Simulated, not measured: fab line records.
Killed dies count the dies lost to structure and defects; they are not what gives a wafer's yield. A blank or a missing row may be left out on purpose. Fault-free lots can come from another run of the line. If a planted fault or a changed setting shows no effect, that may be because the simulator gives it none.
Chamber matching + flow n5 finfet + N5_BEOL_M5_STRIP_36 on rie diel-05 has 4 sister chambers
The step strips in N2/H2. 16 wafers are shown with their chamber, then 8 later ones without.

## WAFERS, EACH WITH ITS CHAMBER
| wafer  | chamber | drypump motor current A (A) | showerhead plenum p Torr (Torr) | throttle valve pct (%) |
|--------|---------|-----------------------------|---------------------------------|------------------------|
| L074.1 | 0       | 6.7                         | 2.39                            | 23.97                  |
| L074.3 | 1       | 6.7                         | 2.42                            | 23.86                  |
| L074.5 | 0       | 6.7                         | 2.39                            | 24.02                  |
| L078.1 | 2       | 5.3                         | 2.62                            | 23.62                  |
| L078.3 | 1       | 6.7                         | 2.42                            | 23.84                  |
| L078.5 | 0       | 6.7                         | 2.39                            | 23.98                  |
| L079.1 | 0       | 6.7                         | 2.39                            | 24.01                  |
| L079.2 | 3       | 5.0                         | 2.72                            | 23.63                  |
| L079.6 | 3       | 4.9                         | 2.72                            | 23.63                  |
| L082.2 | 3       | 4.9                         | 2.72                            | 23.64                  |
| L082.3 | 0       | 6.7                         | 2.39                            | 24.00                  |
| L082.4 | 2       | 5.3                         | 2.62                            | 23.65                  |
| L088.2 | 2       | 5.3                         | 2.61                            | 23.66                  |
| L088.3 | 0       | 6.7                         | 2.38                            | 24.05                  |
| L088.5 | 1       | 6.7                         | 2.41                            | 23.88                  |
| L085.2 | 3       | 4.9                         | 2.70                            | 23.70                  |

SIGNATURES (means of the wafers above)
| reading                  | chamber 0 | chamber 1 | chamber 2 | chamber 3 | scatter within a chamber |
|--------------------------|-----------|-----------|-----------|-----------|--------------------------|
| drypump motor current A  | 6.700     | 6.700     | 5.300     | 4.925     | 0.025                    |
| showerhead plenum p Torr | 2.3883    | 2.4167    | 2.6167    | 2.7150    | 0.00656                  |
| throttle valve pct       | 24.0050   | 23.8600   | 23.6433   | 23.6500   | 0.0277                   |
Rule: for each reading, subtract the chamber's mean from the wafer's reading, divide by that reading's scatter and square the result; add these up over the readings and take the root, which gives the wafer's distance from the chamber. The wafer belongs to the nearest chamber; if the next one is less than 2 further off, it can't be placed. How the scatter is found: for the shown wafers, subtract from each reading the mean of its chamber, square and add these, divide the total by (wafers less chambers), then take the root.

## WAFERS WHOSE CHAMBER IS MISSING
| wafer  | drypump motor current A (A) | showerhead plenum p Torr (Torr) | throttle valve pct (%) |
|--------|-----------------------------|---------------------------------|------------------------|
| L085.4 | 6.7                         | 2.38                            | 24.04                  |
| L085.6 | 6.7                         | 2.41                            | 23.89                  |
| L092.2 | 6.7                         | 2.40                            | 23.87                  |
| L092.4 | 6.7                         | 2.38                            | 24.05                  |
| L092.6 | 6.7                         | 2.41                            | 23.88                  |
| L097.1 | 6.7                         | 2.38                            | 24.08                  |
| L097.3 | 5.3                         | 2.60                            | 23.69                  |
| L097.6 | 4.9                         | 2.70                            | 23.66                  |

## CHAMBER TAKEN BY EACH
| wafer  | from the rows above | in truth |
|--------|---------------------|----------|
| L085.4 | 0                   | 0        |
| L085.6 | 1                   | 1        |
| L092.2 | 1                   | 1        |
| L092.4 | 0                   | 0        |
| L092.6 | 1                   | 1        |
| L097.1 | 0                   | 0        |
| L097.3 | 2                   | 2        |
| L097.6 | 3                   | 3        |
Placed correctly: 8 of 8. Not placeable from these rows: 0. Wrongly placed: 0.
